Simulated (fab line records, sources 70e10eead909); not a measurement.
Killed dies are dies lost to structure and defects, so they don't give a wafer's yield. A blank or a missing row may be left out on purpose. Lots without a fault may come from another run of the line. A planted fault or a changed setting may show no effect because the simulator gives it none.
A struck lot beside a sound one | flow nand_harc | 43 steps out of a route of 1159
Sound: wafers L434.3, L434.4, L434.6. Struck: wafers L451.1, L451.2, L451.3. The cause comes at the end.
At each step with rows: each side's tool, then ch and its chambers, then its first start. Under that, the readings that differ: sound wafers | struck wafers | difference of the means | sigmas: that difference in standard deviations of wafers without a fault.
alike: readings whose means differ by less than 2 such deviations, and words and numbers that are the same on both sides. not compared: withheld readings, readings that some wafer has no value for, bounds like >300 that may hide the same value, and numbers for which the record gives no deviation and whose values overlap.
The two part at a step that has a row with sigmas, a row that says differs or no value, or rows on one side only. Numbers that don't overlap but have no deviation are shown without sigmas and don't part them. A reading that every wafer of one side lacks parts them only if that side has two wafers or more.

NHARC_A_CONTACT_OVL_MEAS_43:
  sound on overlay-02, day 16 11:00; struck on overlay-02, day 21 03:27
  reading           | sound       | struck        | difference | sigmas
  overlay_y_nm (nm) | 1.9 1.7 1.9 | -0.1 0.5 -0.1 | -1.7       | -2
  alike: overlay_x_nm
NHARC_A_CONTACT_INSPECT_44:
  sound on defect_inspect-01, day 16 11:02; struck on defect_inspect-02, day 21 03:29
  alike: raw_defect_count
NHARC_A_CONTACT_DESCUM_47: chemistry O2, time 3 s.
  sound on rie_diel-04 ch 0,2,3, day 16 11:06; struck on rie_diel-07 ch 0,1,3, day 21 03:33
  alike: drypump_motor_current_A, oes_product_au, rf_vpp_V, showerhead_plenum_p_Torr, throttle_valve_pct
  not compared: rf_hours_counter_h
then, 9 steps without rows for these wafers: NHARC_A_CONTACT_ETCH_48 (etches the open film in CF4, target depth 39 nm, time 65 s); NHARC_A_CONTACT_ETCH_49 (etches the open film in N2/H2, target depth 260 nm, time 475.3 s); NHARC_A_CONTACT_ETCH_50 (etches the open film in CF4/CHF3, target depth 84.7 nm, time 42.4 s); NHARC_A_CONTACT_ETCH_51 (etches the open film in O2/COS, target depth 3600 nm, time 936 s); NHARC_A_CONTACT_ETCH_111 (etches the open film in C4F8/O2/Ar, time 140 s, target depth 700 nm); NHARC_A_CONTACT_ETCH_112 (etches the open film in C4F8/O2/Ar, time 94 s, target depth 922 nm); NHARC_A_CONTACT_ETCH_113 (etches the open film in C4F8/O2/Ar, time 94 s, target depth 922 nm); NHARC_A_CONTACT_ETCH_114 (etches the open film in C4F8/O2/Ar, time 94 s, target depth 922 nm); NHARC_A_CONTACT_ETCH_115 (etches the open film in C4F8/O2/Ar, time 94 s, target depth 922 nm).
NHARC_A_CONTACT_ETCH_116: etches the open film in C4F8/O2/Ar, time 94 s, target depth 922 nm.
  sound on har_cap_etch-03 ch 0,1, day 16 13:19; struck on har_cap_etch-01 ch 0,1, day 21 05:22
  not compared: rf_hours_counter_h
then, 1 step without rows for these wafers: NHARC_A_CONTACT_ETCH_117 (etches the open film in C4F8/O2/Ar, time 94 s, target depth 922 nm).
NHARC_A_CONTACT_ETCH_118: etches the open film in C4F8/O2/Ar, time 94 s, target depth 922 nm.
  sound on har_cap_etch-03 ch 0,1, day 16 13:30; struck on har_cap_etch-01 ch 0,1, day 21 05:33
  not compared: rf_hours_counter_h
then, 4 steps without rows for these wafers: NHARC_A_CONTACT_ETCH_119 (etches the open film in C4F8/O2/Ar, time 94 s, target depth 922 nm); NHARC_A_CONTACT_ETCH_120 (etches the open film in C4F8/O2/Ar, time 94 s, target depth 922 nm); NHARC_A_CONTACT_ETCH_121 (etches the open film in C4F8/O2/Ar, time 94 s, target depth 922 nm); NHARC_A_CONTACT_ETCH_122 (etches the open film in C4F8/O2/Ar, time 95 s, target depth 930 nm).
NHARC_A_CONTACT_ETCH_123: etches the open film in C4F8/O2/Ar, time 253 s, target depth 1090 nm.
  sound on har_cap_etch-03 ch 0,1, day 16 14:02; struck on har_cap_etch-01 ch 0,1, day 21 06:01
  not compared: rf_hours_counter_h
then, 2 steps without rows for these wafers: NHARC_A_CONTACT_ETCH_90 (etches the open film in CH3F/O2, target depth 40 nm, time 85.7 s); NHARC_A_CONTACT_ETCH_96 (etches the open film in C4F6/O2, target depth 20 nm, time 10 s).
NHARC_A_CONTACT_CD_MEAS_53:
  sound on cd_sem-01, day 16 14:45; struck on cd_sem-01, day 21 06:49
  alike: cd_nm
then, 4 steps without rows for these wafers: NHARC_A_CONTACT_STRIP_99 (strips in N2/H2); NHARC_A_CONTACT_STRIP_100 (strips in CF4/CHF3); NHARC_A_CONTACT_STRIP_101 (strips in O2/COS); NHARC_A_CONTACT_ETCH_102 (etches the open film in CF4/O2, target depth 70 nm, overetch 7 nm, time 38.5 s).
NHARC_A_CONTACT_STRIP_55: strips in O2.
  sound on rie_diel-04 ch 0,3; struck on rie_diel-02 ch 0,1,3
  alike: drypump_motor_current_A, oes_product_au, rf_vpp_V, showerhead_plenum_p_Torr, throttle_valve_pct
  not compared: rf_hours_counter_h
then, 1 step without rows for these wafers: NHARC_A_CONTACT_STRIP_56 (strips in post etch residue remover, time 600 s).
NHARC_A_CONTACT_DEP_57: deposits aC, target thk 2800 nm.
  sound on acl_dep-02 ch 0, day 16 18:44; struck on acl_dep-01 ch 0, day 21 10:35
  alike: throttle_valve_pct
then, 11 steps without rows for these wafers: NHARC_A_CONTACT_DEP_58 (deposits SiON, target thk 60 nm); NHARC_A_CONTACT_DEHYDRATE_59 (time 120 s); NHARC_A_CONTACT_HMDS_60 (time 30 s); NHARC_A_CONTACT_COAT_61 (time 75 s); NHARC_A_CONTACT_COAT_62 (time 65 s); NHARC_A_CONTACT_COAT_63 (resist thk 90 nm); NHARC_A_CONTACT_SOFTBAKE_64 (time 55 s); NHARC_A_CONTACT_EBR_65; NHARC_A_CONTACT_EXPOSE_66 (exposes mask A CC 2); NHARC_A_CONTACT_PEB_67 (peb time 65 s); NHARC_A_CONTACT_DEVELOP_68 (develop time 35 s).
NHARC_A_CONTACT_CD_MEAS_69: target cd 200 nm.
  sound on cd_sem-03 ch 0, day 16 20:32; struck on cd_sem-01 ch 0, day 21 12:53
  alike: cd_nm
-- the record jumps here: 3 days lie between the struck wafers' starts before and after (it left off in module A_CONTACT and takes up again in module END, whose first step shown is number 1159 of the route) --
NHARC_END_SORT_01:
  the record has rows for the struck wafers here (prober-01 ch 0, day 24 09:01) and none for the sound ones

WHERE THEY PART
First at NHARC_A_CONTACT_OVL_MEAS_43; last, within this record, at NHARC_END_SORT_01.

WHY: what the simulator had put in
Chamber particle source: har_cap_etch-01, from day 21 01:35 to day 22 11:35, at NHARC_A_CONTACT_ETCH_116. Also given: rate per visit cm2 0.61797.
